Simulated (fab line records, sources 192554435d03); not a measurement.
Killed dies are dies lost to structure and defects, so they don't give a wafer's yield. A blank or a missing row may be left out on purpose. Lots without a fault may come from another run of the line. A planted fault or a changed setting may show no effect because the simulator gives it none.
fab line records | flow n5_finfet
record lots=7 wafers=19 last_day=18
route steps=1938 shown BEOL_M12@1625
lots that met no fault: from a run of the same line without faults
start_h: hours from the record's first day to the start of the lot's first wafer shown | wait_h: hours since the lot's step before | " the same as in the row above | L1.1+2: a row that stands for several wafers | - no value, or no start given | * or withheld: withheld | < > ~ a bound
route shown NAME@n: a module of which the file shows steps, and the number in the route of the first | usual: mean/standard deviation of fault-free wafers | same: alike in all rows | chamber/n: place in a boat | sites: the reading at each site | _std_site: their standard deviation | _edge_site: outer sites' mean less inner sites' | radius_mm: how far each site lies from the wafer's centre | mask NAME#n: copy n | behind: the tool/chamber that last shaped the wafer | hold: why the lot was held/for how many hours/how that ended | device: the transistor (n, p or np) that didn't switch | end of line: the same wafers' tests at the end of the route | a step without rows: its recipe alone | killed: dies lost to structure and defects at the first sort, not the wafer's yield | map: a wafer's dies, x killed, . not, _ none there
set.NAME: the setting as run; set.NAME@STEP: as run at that earlier step | model.NAME: the simulator's own value behind a step, which no gauge read
lots at some steps of the route; a table a step, a row a wafer
services: from which hour (start_h, from the record's first day; less than 0 if before it) a tool's chamber was out of use, for how many hours, and why
## steps
# step N5_BEOL_M12_COAT_22
# recipe spin_rpm=2888 resist_thk_nm=300
# step N5_BEOL_M12_EBR_24
# recipe solvent=PGMEA ebr_width_mm=1.5
# step N5_BEOL_M12_SOFTBAKE_23
# recipe temp_c=130 time_s=60
# step N5_BEOL_M12_EXPOSE_25
# recipe mask_id=M12 na=0.93 source_shape=conventional sigma_outer=0.4 polarization=unpolarized dose_mj=21.8
# step N5_BEOL_M12_PEB_26
# recipe peb_temp_c=130 peb_time_s=90
# step N5_BEOL_M12_DEVELOP_27
# recipe develop_time_s=45 rinse_liquid=diw dry=air_spin dev_temp_c=21
# step N5_BEOL_M12_HARDBAKE_32
# recipe temp_c=130 time_s=120
# step N5_BEOL_M12_CD_MEAS_28
# recipe target_cd_nm=160.2 landing_energy_ev=500 detector=se_inlens polarity=opening
# usual cd_nm=159.3/1
# columns lot.wafer tool chamber start_h wait_h cd_nm
L787.2 cd_sem-01 0 231.55 - 158.8
L787.3 " 0 " " 160.5
L787.6 " 0 " " 159.5
L799.2 cd_sem-03 0 307.41 - 159.3
L799.3 " 0 " " 158.4
L799.4 " 0 " " 160.4
L802.5 cd_sem-01 0 312.79 - 160.4
L802.6 " 0 " " 157.8
L801.2 cd_sem-02 0 317.95 - 160.9
L801.6 " 0 " " 160.8
L807.1 cd_sem-02 0 346.80 - 159.3
L807.5 " 0 " " 159.0
L807.6 " 0 " " 159.7
L808.2 cd_sem-03 0 368.28 - 159.0
L808.4 " 0 " " 159.4
L808.6 " 0 " " 160.6
L809.2 cd_sem-01 0 375.25 - 160.1
L809.4 " 0 " " 157.8
L809.6 " 0 " " 158.4
# step N5_BEOL_M12_OVL_MEAS_29
# recipe points_per_wafer=44
# usual M12_OVL=1/5.8
# columns lot.wafer tool chamber start_h wait_h M12_OVL[nm]
L787.2 overlay-02 0 231.58 0.0 -3
L787.3 " 0 " " -2
L787.6 " 0 " " -3
L799.2 overlay-01 0 307.44 0.0 1
L799.3 " 0 " " 6
L799.4 " 0 " " 4
L802.5 overlay-01 0 312.82 0.0 6
L802.6 " 0 " " 0
L801.2 overlay-02 0 317.98 0.0 -5
L801.6 " 0 " " -12
L807.1 overlay-02 0 346.83 0.0 3
L807.5 " 0 " " -3
L807.6 " 0 " " 3
L808.2 overlay-02 0 368.31 0.0 1
L808.4 " 0 " " -2
L808.6 " 0 " " -3
L809.2 overlay-01 0 375.28 0.0 -8
L809.4 " 0 " " 0
L809.6 " 0 " " -9
# step N5_BEOL_M12_INSPECT_30
# recipe mode=adi inspect_instrument=macro
# usual raw_defect_count=2.0/1.4
# columns lot.wafer tool chamber start_h wait_h raw_defect_count
L787.2 defect_inspect-01 - 231.60 0.0 1
L787.3 " - " " 3
L787.6 " - " " 1
L799.2 defect_inspect-01 - 307.46 0.0 0
L799.3 " - " " 0
L799.4 " - " " 1
L802.5 defect_inspect-01 - 312.84 0.0 1
L802.6 " - " " 1
L801.2 defect_inspect-02 - 318.00 0.0 1
L801.6 " - " " 3
L807.1 defect_inspect-02 - 346.86 0.0 4
L807.5 " - " " 4
L807.6 " - " " 2
L808.2 defect_inspect-02 - 368.34 0.0 1
L808.4 " - " " 1
L808.6 " - " " 0
L809.2 defect_inspect-01 - 375.30 0.0 1
L809.4 " - " " 2
L809.6 " - " " 2
# step N5_BEOL_M12_DESCUM_33
# recipe chemistry=O2 time_s=7.9 source_power_w=50 bias_power_w=20 pressure_mtorr=20 rf_frequency_hz=2.712e+07 temp_c=40 o2_flow_sccm=225
# usual drypump_motor_current_A=6.0/0.4 oes_product_au=0.82/0.081 rf_vpp_V=243.0/1.3 showerhead_plenum_p_Torr=2.08/0.063 throttle_valve_pct=20.41/0.22
# columns lot.wafer tool chamber start_h wait_h drypump_motor_current_A oes_product_au rf_hours_counter_h rf_vpp_V showerhead_plenum_p_Torr throttle_valve_pct
L787.2 rie_diel-05 3 231.75 0.1 6.2 0.70 227 244.3 2.15 20.80
L787.3 " 1 " " 6.2 0.91 12 242.4 2.06 20.49
L787.6 " 0 " " 6.1 0.82 - 242.4 2.02 20.18
L799.2 rie_diel-05 0 307.54 0.1 6.0 0.79 118 241.3 2.02 20.23
L799.3 " 1 " " 6.2 0.85 38 243.8 2.05 20.53
L799.4 " 1 " " 6.2 0.86 - 241.3 2.05 20.52
L802.5 rie_diel-05 2 312.94 0.1 6.3 0.75 - 241.5 2.01 20.23
L802.6 " 2 " " 6.3 0.76 - 243.1 2.01 20.23
L801.2 rie_diel-05 3 318.06 0.1 6.2 1.01 1 244.8 2.14 20.47
L801.6 " 1 " " 6.2 0.86 - 242.8 2.05 20.53
L807.1 rie_diel-04 1 346.89 0.0 6.0 0.66 250 243.4 2.06 20.53
L807.5 " 0 " " 5.4 0.87 - 243.2 2.13 20.20
L807.6 " 2 " " 5.3 0.84 - 243.6 2.02 20.03
L808.2 rie_diel-05 0 368.37 0.0 6.0 0.78 133 242.3 2.01 20.21
L808.4 " 2 " " 6.3 0.73 149 240.4 2.01 20.26
L808.6 " 2 " " 6.3 0.74 - 241.7 2.01 20.26
L809.2 rie_diel-04 0 375.33 0.0 5.4 0.85 72 243.4 2.12 20.23
L809.4 " 2 " " 5.3 0.82 - 242.6 2.02 20.06
L809.6 " 0 " " 5.4 0.84 - 243.9 2.12 20.22
# step N5_BEOL_M12_ETCH_67
# recipe chemistry=CF4 target=SiARC target_depth_a=1430 time_s=238.3 ion_energy_ev=80 pressure_mtorr=40 source_w=545 bias_w=36 Ar_flow_sccm=100 cf4_flow_sccm=100 ends=cleared
# usual drypump_motor_current_A=6.0/0.4 etch_rf_on_time_s=236.9/2.6 oes_product_au=0.70/0.068 rf_vpp_V=184.0/1.1 showerhead_plenum_p_Torr=2.13/0.059 throttle_valve_pct=15.58/0.2
# columns lot.wafer tool chamber start_h wait_h drypump_motor_current_A etch_rf_on_time_s oes_product_au rf_hours_counter_h rf_vpp_V showerhead_plenum_p_Torr throttle_valve_pct
L787.2 rie_diel-05 3 231.78 0.0 6.2 241.3 0.60 227 185.1 2.20 16.07
L787.3 " 1 " " 6.2 238.9 0.77 12 182.9 2.10 15.53
L787.6 " 0 " " 6.0 237.0 0.70 - 183.3 2.07 15.31
L799.2 rie_diel-05 0 307.58 0.0 6.0 239.7 0.68 118 183.7 2.07 15.37
L799.3 " 1 " " 6.2 236.6 0.73 38 182.7 2.09 15.59
L799.4 " 1 " " 6.2 237.4 0.73 - 183.9 2.09 15.58
L802.5 rie_diel-05 2 313.27 0.3 6.3 237.5 0.65 - 182.9 2.07 15.48
L802.6 " 2 " " 6.3 236.8 0.65 - 184.1 2.07 15.48
L801.2 rie_diel-05 3 318.10 0.0 6.2 236.0 0.85 1 185.7 2.19 15.61
L801.6 " 1 " " 6.2 240.1 0.72 - 183.2 2.09 15.58
L807.1 rie_diel-04 1 346.93 0.0 6.0 236.2 0.57 250 183.0 2.11 15.77
L807.5 " 0 " " 5.4 230.8 0.74 - 183.3 2.17 15.33
L807.6 " 2 " " 5.4 234.8 0.73 - 183.8 2.09 15.34
L808.2 rie_diel-05 0 368.41 0.0 6.0 241.6 0.65 133 183.1 2.06 15.39
L808.4 " 2 " " 6.3 234.4 0.64 149 181.7 2.06 15.52
L808.6 " 2 " " 6.3 234.8 0.64 - 184.3 2.06 15.52
L809.2 rie_diel-04 0 375.37 0.0 5.4 234.0 0.73 72 184.3 2.17 15.35
L809.4 " 2 " " 5.4 235.6 0.71 - 183.8 2.08 15.36
L809.6 " 0 " " 5.4 234.4 0.73 - 185.0 2.17 15.34
# step N5_BEOL_M12_ETCH_68
# recipe chemistry=N2/H2 target=SOC mask_material=SiARC source_w=3000 bias_w=350 temp_c=40 time_s=285 ion_energy_ev=200 pressure_mtorr=30 n2_flow_sccm=200 h2_flow_sccm=200
# usual drypump_motor_current_A=6.0/0.4 h2_flow_sccm=199.9/0.64 oes_product_au=0.82/0.081 rf_vpp_V=523.5/2.3 showerhead_plenum_p_Torr=2.53/0.074 throttle_valve_pct=17.76/0.21
# columns lot.wafer tool chamber start_h wait_h drypump_motor_current_A h2_flow_sccm oes_product_au rf_hours_counter_h rf_vpp_V showerhead_plenum_p_Torr throttle_valve_pct model.SiARC_of_BEOL_M12_COAT_66.thk_nm
L787.2 rie_diel-05 3 231.93 0.1 6.2 200.2 0.69 227 526.1 2.62 18.24 86.2
L787.3 " 1 " " 6.2 199.4 0.91 12 523.8 2.49 17.73 85.6
L787.6 " 0 " " 6.1 200.1 0.82 - 520.3 2.47 17.64 86
L799.2 rie_diel-05 0 307.72 0.1 6.1 201.4 0.79 119 521.2 2.45 17.66 83.6
L799.3 " 1 " " 6.2 201.0 0.85 38 520.4 2.48 17.75 85.4
L799.4 " 1 " " 6.2 200.4 0.86 - 519.6 2.48 17.76 85.8
L802.5 rie_diel-05 2 313.76 0.4 6.3 200.8 0.75 - 522.0 2.45 17.62 83.4
L802.6 " 2 " " 6.3 200.2 0.76 - 521.4 2.45 17.63 85.8
L801.2 rie_diel-05 3 318.24 0.1 6.2 200.9 1.01 1 525.6 2.61 17.87 82.6
L801.6 " 1 " " 6.2 200.6 0.86 - 521.8 2.48 17.79 85.4
L807.1 rie_diel-04 1 347.07 0.1 6.0 198.9 0.66 251 522.1 2.51 17.92 85.8
L807.5 " 0 " " 5.4 199.4 0.86 - 526.6 2.59 17.56 85
L807.6 " 2 " " 5.4 199.7 0.84 - 521.2 2.46 17.42 85.6
L808.2 rie_diel-05 0 368.55 0.1 6.0 199.9 0.77 134 520.1 2.45 17.70 86
L808.4 " 2 " " 6.3 199.2 0.74 149 520.1 2.44 17.65 86
L808.6 " 2 " " 6.4 200.5 0.75 - 520.3 2.44 17.65 85.8
L809.2 rie_diel-04 0 375.52 0.1 5.4 200.4 0.85 72 525.1 2.58 17.58 85.8
L809.4 " 2 " " 5.4 199.1 0.82 - 519.7 2.46 17.42 86.2
L809.6 " 0 " " 5.4 199.7 0.84 - 526.5 2.59 17.59 85.8
# step N5_BEOL_M12_STRIP_69
# recipe chemistry=N2/H2 temp_c=40 n2_flow_sccm=200 h2_flow_sccm=200 rf_frequency_hz=6e+07
## services
# columns tool chamber start_h hours kind
rie_diel-05 3 297.86 - clean
rie_diel-05 3 297.86 - consumable_replace:focus_ring
rie_diel-05 3 297.86 17.7 scheduled_down
rie_diel-05 3 297.86 17.7 vent_cycle
rie_diel-04 1 301.83 9.3 repair
rie_diel-05 0 311.43 10.0 repair
rie_diel-05 1 312.06 1.9 repair
rie_diel-04 3 343.89 10.1 repair
rie_diel-04 1 354.22 - clean
rie_diel-04 1 354.22 - consumable_replace:focus_ring
## key
first_sign none at tools or gauges
model_effect step=N5_BEOL_M12_ETCH_68 value=SiARC_of_BEOL_M12_COAT_66.thk_nm without=85.67 struck=83.2
met_at N5_BEOL_M12_ETCH_68
struck_wafers L799.2,L801.2,L802.5
onset_between 231.93 307.72
fault kind=process_parameter_drift tool=rie_diel-05 chamber=- onset_h=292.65 steps=N5_BEOL_M12_ETCH_68 channel=target_depth_a offset=589.23 shape=step end_h=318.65 scope=struck_wafers_only acts_in=these_recipes_only stated=5700
